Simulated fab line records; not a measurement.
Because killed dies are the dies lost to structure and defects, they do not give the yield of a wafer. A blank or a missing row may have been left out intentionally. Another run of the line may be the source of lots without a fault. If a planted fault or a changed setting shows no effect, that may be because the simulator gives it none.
A struck lot beside a sound one + flow n5-finfet + 16 out of 1938 route steps
Sound: these wafers, L318.1, L318.2, L318.6. Wafers L324.1, L324.3, L324.5 were the ones struck. Last of all comes the cause.
Per side, at each step with rows, come the tool, then ch with its chambers, and then its first start. Under that, the readings that differ: sound wafers + struck wafers + difference of the means + sigmas: that difference in standard deviations of wafers without a fault.
alike: words and numbers the same on both sides, and readings whose means are apart by under 2 such deviations; not compared: readings that were withheld, readings missing a value for some wafer, numbers with overlapping values and no deviation given by the record, and bounds like >300 which may hide the same value.
Wherever a step has rows on one side only, a row that says differs or no value, or a row with sigmas, the two part there. Non-overlapping numbers with no deviation appear without sigmas and do not part them. Lack of a reading on every wafer of one side parts them only where that side has two or more wafers.

first, 3 steps without rows for these wafers: N5_GATE_CUT_ETCH_19 (etches SiNx in CH3F/O2, target depth 53.7 nm, time 76.7 s); N5_GATE_CUT_CUT_ETCH_53 (etches W in SF6/Cl2, target depth 79.2 nm); N5_GATE_CUT_CUT_ETCH_54 (etches TiN in Cl2/BCl3, target depth 96.7 nm).
N5_GATE_CUT_CUT_ETCH_55: etches HfO2 in BCl3, target depth 3.2 nm.
  sound on rie-metal-02 ch 0,1, day 7 17:39; struck on rie-metal-02 ch 0,1, day 8 19:23
  alike: bias-w, drypump-motor-current-A, oes-product-au, throttle-valve-pct
  not compared: rf-hours-counter-h
then, 2 steps without rows for these wafers: N5_GATE_CUT_ETCH_47 (etches SiO2 in Cl2/BCl3, target depth 10 nm); N5_GATE_CUT_VAPOR_ETCH_48 (etches TiN in BCl3/Cl2).
N5_GATE_CUT_VAPOR_ETCH_49: etches TiAlC in BCl3/Cl2.
  sound on rie-metal-02 ch 0,1, day 7 17:44; struck on rie-metal-02 ch 0,1, day 8 19:29
  alike: drypump-motor-current-A, oes-product-au
N5_GATE_CUT_VAPOR_ETCH_51: etches HfO2 in BCl3/Cl2.
  sound on rie-metal-02 ch 0,1, day 7 17:46; struck on rie-metal-02 ch 0,1, day 8 19:31
  alike: drypump-motor-current-A, oes-product-au
N5_GATE_CUT_STRIP_21: strips in N2/H2, time 30 s.
  sound on plasma-asher-01 ch 0,1, day 7 17:49; struck on plasma-asher-01 ch 1, day 8 19:34
  alike: drypump-motor-current-A, heater-power-w, n2-flow-sccm
  not compared: rf-hours-counter-h
then, 2 steps without rows for these wafers: N5_GATE_CUT_STRIP_29 (strips in post etch residue remover, time 60 s); N5_GATE_CUT_SRD_52 (time 30 s).
N5_GATE_CUT_ALD_22: deposits SiNx, target thk 16 nm, pulse time 1 s, ald cycles 320.
  sound on ald-sin-01 ch 0,3, day 7 17:59; struck on ald-sin-04 ch 0,1,3, day 8 19:43
  alike: heater-power-w, precursor-pulse-height-rel
N5_GATE_CUT_CMP_23: polishes, stops on SiO2, t overpolish 23.4 s, target thk 16 nm.
  sound on cmp-01 ch 1,2,3, day 7 19:32; struck on cmp-01 ch 0,1,2, day 8 21:15
| reading                | sound          | struck         | difference | sigmas |
|------------------------|----------------|----------------|------------|--------|
| time-to-endpoint-s (s) | 17.2 19.2 21.7 | 31.4 40.5 37.0 | +16.9      | +7     |
  alike: motor-current-A, overpolish-run-s, retaining-ring-pressure-frac
N5_GATE_CUT_THK_MEAS_24:
  sound on film-metro-01, day 7 19:46; struck on film-metro-01, day 8 21:31
  alike: GC_FILL_THK
-- record jumps: 4 days separate the struck wafers' starts on either side; left off in module GATE_CUT, taken up again in module BEOL_M4, whose first shown step is the route's number 1111 --
N5_BEOL_M4_RC_MEAS_101:
  sound on prober-02 ch 0, day 11 20:07; struck on prober-01 ch 0, day 12 16:10
  alike: DIBL_N, DIBL_P, IOFF_N, IOFF_P, ION_N, ION_P, SS_N, SS_P, VT_N, VT_P
N5_PASSIVATION_PROBE_49:
  the record holds rows for the sound wafers here (prober-02, day 17 06:32) but none for the struck ones

WHERE THEY PART
Last at N5_PASSIVATION_PROBE_49 as far as this record goes, first at N5_GATE_CUT_CMP_23.

WHY: what had been put in by the simulator
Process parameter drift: cmp-01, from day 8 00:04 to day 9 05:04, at N5_GATE_CUT_CMP_23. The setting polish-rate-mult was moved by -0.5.
